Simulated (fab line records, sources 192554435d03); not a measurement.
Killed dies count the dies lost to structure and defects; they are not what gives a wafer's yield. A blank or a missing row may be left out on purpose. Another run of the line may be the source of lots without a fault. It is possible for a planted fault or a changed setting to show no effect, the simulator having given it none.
Chamber matching ; flow n5_finfet ; N5_HKMG_FIN_ETCH_31 on rie_diel-05: 4 sister chambers
The step etches SiARC in CF4, target depth 45.5 nm, time 75.8 s. 14 wafers are shown with their chamber, then 7 later ones without.

== WAFERS WITH THEIR CHAMBER ==
wafer;chamber;showerhead_plenum_p_Torr (Torr);throttle_valve_pct (%);drypump_motor_current_A (A)
L075.2;2;2.22;15.97;6.5
L075.4;2;2.22;15.97;6.5
L075.6;1;2.10;15.49;5.7
L079.3;2;2.21;15.98;6.5
L079.4;0;2.09;15.30;5.8
L079.6;0;2.09;15.30;5.7
L082.3;1;2.10;15.52;5.6
L082.5;1;2.10;15.53;5.6
L082.6;2;2.21;16.00;6.5
L084.1;3;2.29;15.47;5.2
L084.2;1;2.10;15.54;5.6
L084.5;3;2.29;15.48;5.2
L087.1;2;2.21;16.03;6.6
L087.2;3;2.28;15.50;5.2

SIGNATURES, as means of the wafers listed above
reading;chamber 0;chamber 1;chamber 2;chamber 3;scatter within a chamber
showerhead_plenum_p_Torr;2.0900;2.1000;2.2140;2.2867;0.00432
throttle_valve_pct;15.3000;15.5200;15.9900;15.4833;0.0211
drypump_motor_current_A;5.750;5.625;6.520;5.200;0.0453
Rule: a wafer lies at a distance from a chamber equal to the root of the sum of squares, over the readings, of (its reading less the chamber's mean, divided by the reading's scatter). The wafer belongs to the nearest chamber; if the next one is less than 2 further off, it can't be placed. The scatter: the root of (the sum of the squares of (reading less its chamber's mean) over the shown wafers, divided by (wafers less chambers)).

== WAFERS WITH NO CHAMBER GIVEN ==
wafer;showerhead_plenum_p_Torr (Torr);throttle_valve_pct (%);drypump_motor_current_A (A)
L087.6;2.21;16.01;6.5
L095.2;2.08;15.36;5.8
L095.4;2.28;15.54;5.2
L095.5;2.08;15.36;5.8
L097.2;2.08;15.37;5.7
L097.4;2.09;15.58;5.6
L097.5;2.28;15.54;5.2

== EACH ONE'S CHAMBER ==
wafer;from the rows above;in truth
L087.6;2;2
L095.2;0;0
L095.4;3;3
L095.5;0;0
L097.2;0;0
L097.4;1;1
L097.5;3;3
Correctly placed: 7 of 7. From these rows, 0 cannot be placed. Number placed wrongly: 0.
